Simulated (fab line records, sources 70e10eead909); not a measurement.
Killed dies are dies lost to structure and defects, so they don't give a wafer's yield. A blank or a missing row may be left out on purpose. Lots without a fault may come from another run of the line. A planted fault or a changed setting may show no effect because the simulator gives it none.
A struck lot beside a sound one | flow nand_harc | 41 steps out of a route of 1302
Sound: wafers L323.1, L323.2, L323.5. Struck: wafer L316.3. (L316.4, L316.5 of the same lot were not struck and are left out.) The cause comes at the end.
At each step with rows: each side's tool, then ch and its chambers, then its first start. Under that, the readings that differ: sound wafers | struck wafers | difference of the means | sigmas: that difference in standard deviations of wafers without a fault.
alike: readings whose means differ by less than 2 such deviations, and words and numbers that are the same on both sides. not compared: withheld readings, readings that some wafer has no value for, bounds like >300 that may hide the same value, and numbers for which the record gives no deviation and whose values overlap.
The two part at a step that has a row with sigmas, a row that says differs or no value, or rows on one side only. Numbers that don't overlap but have no deviation are shown without sigmas and don't part them. A reading that every wafer of one side lacks parts them only if that side has two wafers or more.

NHARC_P_M2_OVL_MEAS_10: pitch 340 nm.
  sound on overlay-02, day 13 21:40; struck on overlay-02, day 11 10:25
  reading           | sound       | struck | difference | sigmas
  overlay_y_nm (nm) | 0.8 0.8 0.8 | -1.4   | -2.2       | -3
  alike: overlay_x_nm
NHARC_P_M2_INSPECT_11:
  sound on defect_inspect-02, day 13 21:42; struck on defect_inspect-02, day 11 10:27
  alike: raw_defect_count
then, 2 steps without rows for these wafers: NHARC_P_M2_DESCUM_14 (chemistry O2, time 3 s); NHARC_P_M2_ETCH_35 (etches the open film in N2/H2, target depth 40 nm, overetch 12 nm, time 43.94 s).
NHARC_P_M2_ETCH_15: etches the open film in C4F8/Ar, target depth 182.5 nm, time 91.2 s.
  sound on rie_diel-09 ch 2,3; struck on rie_diel-09 ch 1
  alike: oes_product_au, rf_vpp_V
  not compared: rf_hours_counter_h
NHARC_P_M2_CD_MEAS_16:
  sound on cd_sem-01, day 13 22:04; struck on cd_sem-01, day 11 10:49
  reading    | sound             | struck | difference | sigmas
  cd_nm (nm) | 168.0 169.7 168.8 | 171.5  | +2.7       | +3
then, 3 steps without rows for these wafers: NHARC_P_M2_STRIP_18 (strips in N2/H2); NHARC_P_M2_ETCH_28 (etches the open film in CF4/N2, target depth 30 nm, time 72.99 s); NHARC_P_M2_STRIP_19 (strips in post etch residue remover, time 600 s).
NHARC_P_M2_DEGAS_29: time 60 s.
  sound on pvd_sputter-02, day 13 23:16; struck on pvd_sputter-03, day 11 11:32
  alike: heater_power_w
NHARC_P_M2_PRE_CLEAN_30: time 30 s.
  sound on pvd_sputter-02; struck on pvd_sputter-03
  alike: heater_power_w
NHARC_P_M2_PVD_20: deposits TaN, target thk 5 nm, time 8.06 s.
  sound on pvd_sputter-02; struck on pvd_sputter-03
  alike: cathode_dc_power_W, throttle_valve_pct
NHARC_P_M2_PVD_21: deposits Cu, target thk 30 nm, time 20.49 s.
  sound on pvd_sputter-02, day 13 23:30; struck on pvd_sputter-03, day 11 11:46
  alike: cathode_dc_power_W, throttle_valve_pct
then, 4 steps without rows for these wafers: NHARC_P_M2_ECD_22 (material Cu, target thk 400 nm); NHARC_P_M2_ANNEAL_31 (time 90 s); NHARC_P_M2_CMP_23 (polishes, t overpolish 20 s, target thk 144.3 nm); NHARC_P_M2_SRD_25.
NHARC_P_M2_INSPECT_27:
  sound on defect_inspect-02, day 14 00:50; struck on defect_inspect-02, day 11 13:05
  reading          | sound       | struck | difference | sigmas
  raw_defect_count | 341 591 493 | 251    | -224       | -2
then, 2 steps without rows for these wafers: NHARC_P_M2_PRE_CLEAN_32 (time 12 s); NHARC_P_M2_DEP_33 (deposits SiCN, target thk 30 nm).
NHARC_P_BONDPAD_DEP_00: deposits SiCN, target thk 250 nm.
  the record has rows for the sound wafers here (pecvd-04 ch 0,1,2, day 14 01:23) and none for the struck ones
then, 1 step without rows for these wafers: NHARC_P_BONDPAD_CMP_32 (polishes SiCN, target thk 200 nm).
NHARC_P_BONDPAD_THK_MEAS_33: measures by ellipsometry.
  the record has rows for the sound wafers here (film_metro-01, day 14 02:03) and none for the struck ones
then, 10 steps without rows for these wafers: NHARC_P_BONDPAD_SRD_34; NHARC_P_BONDPAD_DEHYDRATE_01 (time 120 s); NHARC_P_BONDPAD_HMDS_02 (time 30 s); NHARC_P_BONDPAD_COAT_36 (time 65 s); NHARC_P_BONDPAD_COAT_03 (resist thk 600 nm); NHARC_P_BONDPAD_SOFTBAKE_04 (time 70 s); NHARC_P_BONDPAD_EBR_05; NHARC_P_BONDPAD_EXPOSE_06 (exposes mask P BPAD); NHARC_P_BONDPAD_PEB_07 (peb time 80 s); NHARC_P_BONDPAD_DEVELOP_08 (time 50 s).
NHARC_P_BONDPAD_CD_MEAS_09: target cd 500 nm.
  the record has rows for the sound wafers here (cd_sem-01 ch 0, day 14 02:37) and none for the struck ones
NHARC_P_BONDPAD_OVL_MEAS_38:
  the record has rows for the sound wafers here (overlay-02, day 14 02:42) and none for the struck ones
then, 4 steps without rows for these wafers: NHARC_P_BONDPAD_HARDBAKE_10 (time 65 s); NHARC_P_BONDPAD_DESCUM_11 (chemistry O2, time 3 s); NHARC_P_BONDPAD_ETCH_37 (etches the open film in N2/H2, target depth 60 nm, overetch 18 nm, time 65.91 s); NHARC_P_BONDPAD_ETCH_12 (etches the open film in CHF3/O2, target depth 200 nm, time 100 s).
NHARC_P_BONDPAD_CD_MEAS_13:
  the record has rows for the sound wafers here (cd_sem-02, day 14 03:08) and none for the struck ones
-- the record jumps here: 18 days lie between the struck wafers' starts before and after (it left off in module P_BONDPAD and takes up again in module END, whose first step shown is number 1302 of the route) --
NHARC_END_SORT_01:
  sound on prober-01 ch 0, day 32 18:20; struck on prober-01 ch 0, day 29 08:22
  reading                  | sound          | struck | difference | sigmas
  defect_limited_yield (%) | 95.0 94.8 94.4 | 0      | -95        | -35
  killed_at_periphery      | 2 8 2          | 635    | +631       | +99 or more
  killed_dies              | 34 35 38       | 677    | +641       | +36
  sort_bin_2_pct (%)       | 2.1 1.2 1.3    | 96.5   | +95.0      | +79
  sort_n_pass              | 643 642 639    | 0      | -641       | -36
  sort_rim_yield_pct (%)   | 90 95 92       | 0      | -92        | -23
  sort_yield_pct (%)       | 95.0 94.8 94.4 | 0      | -95        | -35
  alike: killed_at_array, killed_at_other, killed_open, killed_short, sort_bin_3_pct, sort_bin_4_pct

WHERE THEY PART
First at NHARC_P_M2_OVL_MEAS_10; last, within this record, at NHARC_END_SORT_01.

WHY: what the simulator had put in
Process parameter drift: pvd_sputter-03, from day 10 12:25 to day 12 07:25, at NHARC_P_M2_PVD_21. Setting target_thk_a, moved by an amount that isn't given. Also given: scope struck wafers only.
